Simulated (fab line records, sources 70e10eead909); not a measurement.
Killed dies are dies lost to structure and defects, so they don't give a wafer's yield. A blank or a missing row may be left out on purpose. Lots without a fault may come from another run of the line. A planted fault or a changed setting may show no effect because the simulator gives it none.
Which tool did it? | flow nand_harc | 14 lots, 42 wafers sampled, at 1 step of a route of 1159

WHAT THE GAUGES READ, wafer by wafer
NHARC_A_BONDPAD_INSPECT_23. Usual: raw_defect_count 496, standard deviation 140.
lot  | measured     | on                | raw_defect_count | flag
L611 | day 18 18:05 | defect_inspect-01 | 301 358 289      |
L610 | day 18 18:19 | defect_inspect-02 | 526 765 823      |
L608 | day 18 18:25 | defect_inspect-01 | 498 403 364      |
L609 | day 18 19:45 | defect_inspect-02 | 481 432 481      |
L613 | day 19 07:19 | defect_inspect-01 | 713 382 444      |
L616 | day 19 16:53 | defect_inspect-02 | 600 530 469      |
L618 | day 20 09:50 | defect_inspect-01 | 354 518 512      |
L614 | day 20 14:48 | defect_inspect-02 | 636 523 496      |
L619 | day 20 19:42 | defect_inspect-01 | 561 634 544      |
L624 | day 22 06:22 | defect_inspect-02 | 425 416 584      |
L625 | day 22 11:41 | defect_inspect-02 | 564 448 457      |
L628 | day 22 14:42 | defect_inspect-02 | 366 529 592      |
L630 | day 23 04:56 | defect_inspect-02 | 456 446 662      |
L629 | day 23 13:32 | defect_inspect-02 | 588 553 343      |

WHICH TOOL RAN EACH LOT (tool, then ch and the chambers of the sampled wafers, then the start)
The record holds no process step before these readings.

WHAT THE TOOLS THEMSELVES READ (means of the sampled wafers that have a number; where no wafer has one, the mark that the record gives instead)
The record holds no such reading with a usual standard deviation.

THE ANSWER, worked out from the rows above alone
Rule: a lot is off if the mean of its wafers that have a number lies more than 3 standard deviations from the usual mean. A lot without any number at a reading at which 4 lots or more have one is off too. The other lots that the step has rows for count as sound. The gauges are gone through in route order, then the tools' own readings, and for those a lot's mean is taken as printed above. The first step at which some lot is off is used, and at that step the reading that is off furthest; a lot without a number counts as furthest.
No lot is off at any reading shown: from this, nothing can be told.

WHAT THE SIMULATOR HAD PUT IN
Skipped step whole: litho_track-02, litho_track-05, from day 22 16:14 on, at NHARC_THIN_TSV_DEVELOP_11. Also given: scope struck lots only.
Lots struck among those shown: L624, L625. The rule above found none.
